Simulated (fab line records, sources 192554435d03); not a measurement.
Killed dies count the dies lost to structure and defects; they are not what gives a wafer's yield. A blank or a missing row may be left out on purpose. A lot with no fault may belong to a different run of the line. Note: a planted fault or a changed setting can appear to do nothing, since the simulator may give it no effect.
Split-lot experiment / flow n5 finfet / 21 wafers read across 7 lots, on a route 1938 steps long

THE SPLIT
At N5_PASSIVATION_ETCH_59 (etches TaN in Cl2/BCl3, target depth 65 nm, time 34.9 s), the setting time s was moved away from the recipe's 34.9 s on 4 of the 21 wafers read, by -9.1% to +10.7%. This setting was run at the recipe's value on the other wafers.

The split's own step is where the reading is taken.

THE READING
etch.depth nm (the simulator's own value, which no gauge read), in nm, at N5_PASSIVATION_ETCH_59 (etches TaN in Cl2/BCl3, target depth 65 nm, time 34.9 s). No usual value for it is given in the file. The 17 wafers here that ran the recipe average 65.61 nm, standard deviation 0.98 nm.

wafer=L075.2; tool, chamber at the split=rie metal-01, 0; time s as run, s=34.9; against the recipe=recipe; etch.depth nm, nm=64.7; against lot-mates on the recipe=-
wafer=L075.4; tool, chamber at the split=rie metal-01, 1; time s as run, s=34.9; against the recipe=recipe; etch.depth nm, nm=66.31; against lot-mates on the recipe=-
wafer=L075.6; tool, chamber at the split=rie metal-01, 1; time s as run, s=34.9; against the recipe=recipe; etch.depth nm, nm=66.09; against lot-mates on the recipe=-
wafer=L074.3; tool, chamber at the split=rie metal-03, 1; time s as run, s=34.9; against the recipe=recipe; etch.depth nm, nm=67.14; against lot-mates on the recipe=-
wafer=L074.5; tool, chamber at the split=rie metal-03, 1; time s as run, s=34.9; against the recipe=recipe; etch.depth nm, nm=66.92; against lot-mates on the recipe=-
wafer=L074.6; tool, chamber at the split=rie metal-03, 1; time s as run, s=32.72; against the recipe=-6.2%; etch.depth nm, nm=62.96; against lot-mates on the recipe=-4.07
wafer=L077.2; tool, chamber at the split=rie metal-01, 1; time s as run, s=34.9; against the recipe=recipe; etch.depth nm, nm=65.08; against lot-mates on the recipe=-
wafer=L077.3; tool, chamber at the split=rie metal-01, 0; time s as run, s=34.9; against the recipe=recipe; etch.depth nm, nm=64.18; against lot-mates on the recipe=-
wafer=L077.4; tool, chamber at the split=rie metal-01, 1; time s as run, s=34.9; against the recipe=recipe; etch.depth nm, nm=65.01; against lot-mates on the recipe=-
wafer=L079.1; tool, chamber at the split=rie metal-03, 0; time s as run, s=34.9; against the recipe=recipe; etch.depth nm, nm=65.79; against lot-mates on the recipe=-
wafer=L079.2; tool, chamber at the split=rie metal-03, 1; time s as run, s=34.9; against the recipe=recipe; etch.depth nm, nm=67.46; against lot-mates on the recipe=-
wafer=L079.6; tool, chamber at the split=rie metal-03, 0; time s as run, s=34.9; against the recipe=recipe; etch.depth nm, nm=66.25; against lot-mates on the recipe=-
wafer=L085.2; tool, chamber at the split=rie metal-01, 0; time s as run, s=34.9; against the recipe=recipe; etch.depth nm, nm=64.69; against lot-mates on the recipe=-
wafer=L085.5; tool, chamber at the split=rie metal-01, 0; time s as run, s=34.9; against the recipe=recipe; etch.depth nm, nm=64.86; against lot-mates on the recipe=-
wafer=L085.6; tool, chamber at the split=rie metal-01, 1; time s as run, s=34.9; against the recipe=recipe; etch.depth nm, nm=65.24; against lot-mates on the recipe=-
wafer=L089.1; tool, chamber at the split=rie metal-03, 0; time s as run, s=38.64; against the recipe=+10.7%; etch.depth nm, nm=71.03; against lot-mates on the recipe=+6.39
wafer=L089.3; tool, chamber at the split=rie metal-03, 0; time s as run, s=34.9; against the recipe=recipe; etch.depth nm, nm=64.64; against lot-mates on the recipe=-
wafer=L089.6; tool, chamber at the split=rie metal-03, 1; time s as run, s=38.64; against the recipe=+10.7%; etch.depth nm, nm=73.2; against lot-mates on the recipe=+8.56
wafer=L097.1; tool, chamber at the split=rie metal-02, 1; time s as run, s=34.9; against the recipe=recipe; etch.depth nm, nm=66.39; against lot-mates on the recipe=-
wafer=L097.2; tool, chamber at the split=rie metal-02, 0; time s as run, s=34.9; against the recipe=recipe; etch.depth nm, nm=64.59; against lot-mates on the recipe=-
wafer=L097.4; tool, chamber at the split=rie metal-02, 1; time s as run, s=31.73; against the recipe=-9.1%; etch.depth nm, nm=60.48; against lot-mates on the recipe=-5.01

FIT RESULTS
A straight line over all 21 wafers: etch.depth nm changes by +0.575 nm for each +1% of time s; r = +0.92; the points scatter about the line by 1 nm.
The same after taking each lot's own level away (the mean of its wafers on the recipe; 21 wafers): +0.657 nm for each +1%; r = +0.97; scatter 0.68 nm.
The reading moves by 7 nm for the largest change in time s, on that fit.
Measured against the standard deviation above, the lots' own levels, which go from 64.640 to 67.030 nm, span 2.4 times it.
Thus the slope moves with the lot-to-lot level: the two fits are different.
Check: for one of the wafers moved furthest among these (+10.7%), held out of the fit, the line's prediction against its lot-mates is +7.54 nm. Against them it came out at +6.39 nm.

THESE WAFERS: OTHER SPLITS
Before the reading, these wafers also passed through other splits. Each is held against what the fit with the lots' levels taken away leaves over:
other split on the same wafers=N5_MIM_BOT_LITHO_EXPOSE_05 dose mj; wafers away from the commonest value=8; r with etch.depth nm (lot level and that fit taken away)=-0.16
other split on the same wafers=N5_PASSIVATION_EXPOSE_27 dose mj; wafers away from the commonest value=6; r with etch.depth nm (lot level and that fit taken away)=-0.04

FILE'S OWN FIT
etch.depth nm changes by +0.639 nm for each +1% of time s, r = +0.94.
